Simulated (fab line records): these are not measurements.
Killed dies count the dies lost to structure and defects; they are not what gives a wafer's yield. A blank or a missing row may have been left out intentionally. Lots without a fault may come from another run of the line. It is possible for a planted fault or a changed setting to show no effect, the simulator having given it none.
A struck lot beside a sound one	flow nand harc	42 out of 1302 route steps
Sound: the wafers L136.1, L136.3, L136.4. Wafers L153.2, L153.3, L153.6 were the ones struck. The cause is given at the end.
At each step with rows: each side's tool, then ch and its chambers, then its first start. Under that, the readings that differ: sound wafers	struck wafers	difference of the means	sigmas: that difference in standard deviations of wafers without a fault.
alike: words and numbers the same on both sides, and readings whose means are apart by under 2 such deviations; not compared: readings that were withheld, readings missing a value for some wafer, numbers with overlapping values and no deviation given by the record, and bounds like >300 which may hide the same value.
A row with sigmas, a row that says differs or no value, or rows on one side alone: a step with any of these is where the two part. When numbers do not overlap yet have no deviation, they are printed without sigmas and do not part them. A reading missing from all wafers of one side parts the sides only when that side holds two or more wafers.

first, 4 steps without rows for these wafers: NHARC_THIN_TSV_EBR_08; NHARC_THIN_TSV_EXPOSE_09 (exposes mask TSV); NHARC_THIN_TSV_PEB_10 (peb time 85 s); NHARC_THIN_TSV_DEVELOP_11 (time 70 s).
NHARC_THIN_TSV_CD_MEAS_12 targets a cd of 1000 nm.
  sound on cd sem-03 ch 0, day 24 11:28; struck on cd sem-01 ch 0, day 30 20:46
  alike: cd nm
then, 4 steps without rows for these wafers: NHARC_THIN_TSV_HARDBAKE_13 (time 80 s); NHARC_THIN_TSV_DESCUM_14 (chemistry O2, time 3 s); NHARC_THIN_TSV_ETCH_44 (etches the open film in CF4/O2, target depth 1594.2 nm, time 797.1 s); NHARC_THIN_TSV_ETCH_15 (target depth 3000 nm, bosch target overetch cycles 2, bosch etch step 2.8 s).
NHARC_THIN_TSV_CD_MEAS_16:
  sound on cd sem-01, day 24 12:26; struck on cd sem-02, day 30 21:43
  alike: cd nm
then, 2 steps without rows for these wafers: NHARC_THIN_TSV_STRIP_45 (strips in O2); NHARC_THIN_TSV_STRIP_46 (strips in post etch residue remover, time 1200 s).
NHARC_THIN_TSV_DEP_47: deposits SiO2, target thk 200 nm.
  sound on pecvd-02 ch 0,1,2, day 24 13:19; struck on pecvd-02 ch 1,2, day 30 22:38
  alike: throttle valve pct
  not compared: since wet clean h
then, 1 step without rows for these wafers: NHARC_THIN_TSV_ETCHBACK_48 (etches the open film in C4F8/Ar, target depth 1028.5 nm, time 405.17 s).
NHARC_THIN_TSV_STRIP_62: strips in N2/H2, time 20 s.
  sound on plasma asher-02 ch 0,1, day 24 14:04; struck on plasma asher-02 ch 0,1, day 30 23:22
  alike: drypump motor current A, heater power w
  not compared: rf hours counter h
then, 1 step without rows for these wafers: NHARC_THIN_TSV_DEGAS_49 (time 120 s).
NHARC_THIN_TSV_PRE_CLEAN_50: time 30 s.
  sound on pvd sputter-03; struck on pvd sputter-02
  alike: heater power w
NHARC_THIN_TSV_PVD_19: deposits TaN, target thk 20 nm.
  sound on pvd sputter-03; struck on pvd sputter-02
  alike: throttle valve pct
then, 6 steps without rows for these wafers: NHARC_THIN_TSV_PVD_51 (deposits Cu, target thk 100 nm); NHARC_THIN_TSV_ECD_20 (material Cu, target thk 2000 nm); NHARC_THIN_TSV_ANNEAL_52 (time 90 s); NHARC_THIN_TSV_CMP_21 (polishes, t overpolish 30 s, target thk 2000 nm); NHARC_THIN_TSV_SRD_23; NHARC_THIN_TSV_DEGAS_53 (time 60 s).
NHARC_THIN_TSV_PRE_CLEAN_54: time 30 s.
  sound on pvd sputter-03, day 24 16:20; struck on pvd sputter-01, day 31 01:35
  alike: heater power w
then, 10 steps without rows for these wafers: NHARC_THIN_TSV_PVD_55 (deposits TiN, target thk 50 nm); NHARC_THIN_TSV_PVD_24 (deposits Al, target thk 800 nm); NHARC_THIN_TSV_DEHYDRATE_25 (time 120 s); NHARC_THIN_TSV_HMDS_26 (time 30 s); NHARC_THIN_TSV_COAT_27; NHARC_THIN_TSV_SOFTBAKE_28 (time 95 s); NHARC_THIN_TSV_EBR_29; NHARC_THIN_TSV_EXPOSE_30 (exposes mask PAD); NHARC_THIN_TSV_PEB_31 (peb time 85 s); NHARC_THIN_TSV_DEVELOP_32 (time 70 s).
NHARC_THIN_TSV_CD_MEAS_33 targets a cd of 5000 nm.
  sound on cd sem-01 ch 0, day 24 17:16; struck on cd sem-02 ch 0, day 31 02:40
  alike: cd nm
then, 2 steps without rows for these wafers: NHARC_THIN_TSV_HARDBAKE_34 (time 80 s); NHARC_THIN_TSV_DESCUM_35 (chemistry O2, time 3 s).
NHARC_THIN_TSV_ETCH_59: etches the open film in Cl2/BCl3, target depth 880 nm, time 138.1 s.
  sound on rie metal-01 ch 0,1, day 24 17:33; struck on rie metal-03 ch 0,1, day 31 02:59
  alike: drypump motor current A, oes product au, throttle valve pct
  not compared: rf hours counter h
then, 2 steps without rows for these wafers: NHARC_THIN_TSV_ETCH_36 (etches the open film in Cl2/BCl3, target depth 65 nm, time 18.571 s); NHARC_THIN_TSV_STRIP_56 (strips in O2).
NHARC_END_SORT_01:
  the record has rows for the struck wafers here (prober-01 ch 0, day 31 12:25) and none for the sound ones

## WHERE THEY PART
Within this record, at NHARC_END_SORT_01 only.

WHY: what had been put in by the simulator
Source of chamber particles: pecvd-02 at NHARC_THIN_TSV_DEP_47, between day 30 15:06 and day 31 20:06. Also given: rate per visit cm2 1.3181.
